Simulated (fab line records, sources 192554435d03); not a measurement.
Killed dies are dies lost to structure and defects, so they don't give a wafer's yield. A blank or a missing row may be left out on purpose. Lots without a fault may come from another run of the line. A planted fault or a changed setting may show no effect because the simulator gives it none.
Chamber matching | flow n5_finfet | N5_BEOL_M13_TRENCH_ETCH_34 on rie_diel-04: 4 sister chambers
The step etches SiOC in C4F8/O2/Ar, target depth 413.47 nm, time 162.6 s. 4 wafers are shown with their chamber, then 7 later ones without.

WAFERS WITH THEIR CHAMBER
wafer  | chamber | showerhead_plenum_p_Torr (Torr)
L077.1 | 1       | 3.58
L077.2 | 0       | 3.41
L083.1 | 2       | 3.61
L083.2 | 3       | 3.60

WAFERS WITHOUT THEIR CHAMBER
wafer  | showerhead_plenum_p_Torr (Torr)
L083.6 | 3.58
L087.3 | 3.57
L087.4 | 3.61
L087.5 | 3.61
L094.1 | 3.39
L094.2 | 3.59
L094.4 | 3.60

WHICH CHAMBER EACH WENT THROUGH
wafer  | from the rows above          | in truth
L083.6 | 1                            | 1
L087.3 | 1                            | 1
L087.4 | can't be placed: 2 or 3      | 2
L087.5 | can't be placed: 2 or 3      | 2
L094.1 | 0                            | 0
L094.2 | can't be placed: 1 or 3 or 2 | 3
L094.4 | can't be placed: 3 or 2      | 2
Placed correctly: 3 of 7. Can't be placed from these rows: 4 (the true chamber is among the candidates in 4). Placed wrongly: 0.
How it was worked out, from the rows above alone: a wafer's distance from a chamber is the root of the sum, over the readings, of the square of ((its reading less the chamber's mean) divided by the reading's scatter). The wafer belongs to the nearest chamber; if the next one is less than 2 further off, it can't be placed. A chamber's mean is the mean of its shown wafers. The scatter: with one shown wafer a chamber, the root of the mean of the squares of how far each hidden wafer lies from its nearest shown one.
